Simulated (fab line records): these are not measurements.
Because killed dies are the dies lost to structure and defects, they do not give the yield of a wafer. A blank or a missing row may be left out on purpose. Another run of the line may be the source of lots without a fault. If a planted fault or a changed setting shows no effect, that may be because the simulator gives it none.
The tool behind it: which one? | flow nand-harc | 11 lots, 33 wafers sampled, at 3 steps of a route of 1159

WHAT THE GAUGES READ, wafer by wafer
NHARC_THIN_TSV_CD_MEAS_12: the cd target is 1000 nm.
lot  | measured     | on        | cd-nm (nm)
L562 | day 18 17:32 | cd-sem-03 | 1002.7 1002.3 1002.6
L560 | day 18 18:59 | cd-sem-02 | 999.5 1000.9 1002.8
L561 | day 19 01:30 | cd-sem-02 | 1000.5 1001.6 1003.3
L565 | day 19 02:35 | cd-sem-03 | 999.9 1001.4 1000.0
L570 | day 21 17:37 | cd-sem-01 | 1008.4 1009.7 1008.9
L572 | day 21 16:25 | cd-sem-03 | 1003.8 999.9 1001.9
L571 | day 21 23:23 | cd-sem-02 | 1001.3 1000.1 996.0
L574 | day 22 00:29 | cd-sem-03 | 996.5 996.2 997.3
L578 | day 22 21:01 | cd-sem-01 | 1001.6 1001.9 1000.2
L579 | day 22 23:24 | cd-sem-03 | 1005.7 999.9 1003.8
L581 | day 23 07:56 | cd-sem-02 | 1001.6 1002.0 1003.5

TOOL THAT RAN EACH LOT (tool first, then ch and the chambers of the sampled wafers, then the start)
lot  | NHARC_A_BONDPAD_ETCH_34            | NHARC_THIN_TSV_EXPOSE_09
L562 | rie-diel-10 ch 0,1,2, day 18 03:42 | krf-scanner-01 ch 0, day 18 17:23
L560 | rie-diel-10 ch 0,1,2, day 18 04:49 | krf-scanner-01 ch 0, day 18 18:50
L561 | rie-diel-07 ch 1,2,3, day 18 10:23 | krf-scanner-02 ch 0, day 19 01:20
L565 | rie-diel-10 ch 0,2,3, day 18 10:33 | krf-scanner-02 ch 0, day 19 02:26
L570 | rie-diel-05 ch 1,2, day 20 22:21   | krf-scanner-02 ch 0, day 21 17:28
L572 | rie-diel-05 ch 2,3, day 21 01:19   | krf-scanner-01 ch 0, day 21 16:16
L571 | rie-diel-10 ch 0,2,3, day 21 04:14 | krf-scanner-01 ch 0, day 21 23:14
L574 | rie-diel-10 ch 0,2,3, day 21 06:04 | krf-scanner-01 ch 0, day 22 00:20
L578 | rie-diel-07 ch 0,1,3, day 22 02:19 | krf-scanner-01 ch 0, day 22 20:51
L579 | rie-diel-10 ch 0,2,3, day 22 02:38 | krf-scanner-04 ch 0, day 22 23:14
L581 | rie-diel-10 ch 2,3, day 22 16:23   | krf-scanner-01 ch 0, day 23 07:47
- NHARC_A_BONDPAD_ETCH_34: etches the open film in N2/H2, target depth 60 nm, overetch 18 nm, time 65.91 s.
- NHARC_THIN_TSV_EXPOSE_09: exposes mask TSV.

THE ANSWER, worked out from the rows above alone
Rule: the usual values come from the lots themselves. Put in order of their means at a reading, lots are off if they are a third of the lots or fewer, leave a main group of 4 or more, and stand apart from it by a gap of 3 or more times the standard deviation of the main group's means; of several such gaps the widest counts. A main group whose means are all the same, to the digits that the tables above print for the reading, isn't used. A lot without any number at a reading at which 4 lots or more have one is off too. Where the step has rows for the other lots, those lots are counted as sound.
Off at NHARC_THIN_TSV_CD_MEAS_12 (cd-nm): L570. For the main group the mean is 1001.0 nm and the standard deviation 1.8.
A tool fits if, at a process step before that reading, it ran every lot that is off, and no sound lot after the first of them. Those tools and the gauges at NHARC_THIN_TSV_CD_MEAS_12 are tried in the same way. One fits: NHARC_THIN_TSV_EXPOSE_09 on krf-scanner-02. A fault onset in the window from L565 (day 19 02:26, its last sound lot) to L570 (day 21 17:28, its first lot off) fits.

WHAT HAD BEEN PUT IN BY THE SIMULATOR
Drift in process parameters on krf-scanner-02 at NHARC_THIN_TSV_EXPOSE_09, starting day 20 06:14. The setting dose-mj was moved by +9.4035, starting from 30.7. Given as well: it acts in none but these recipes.
Shown lots that were struck: L570. The rule above reached the same finding.
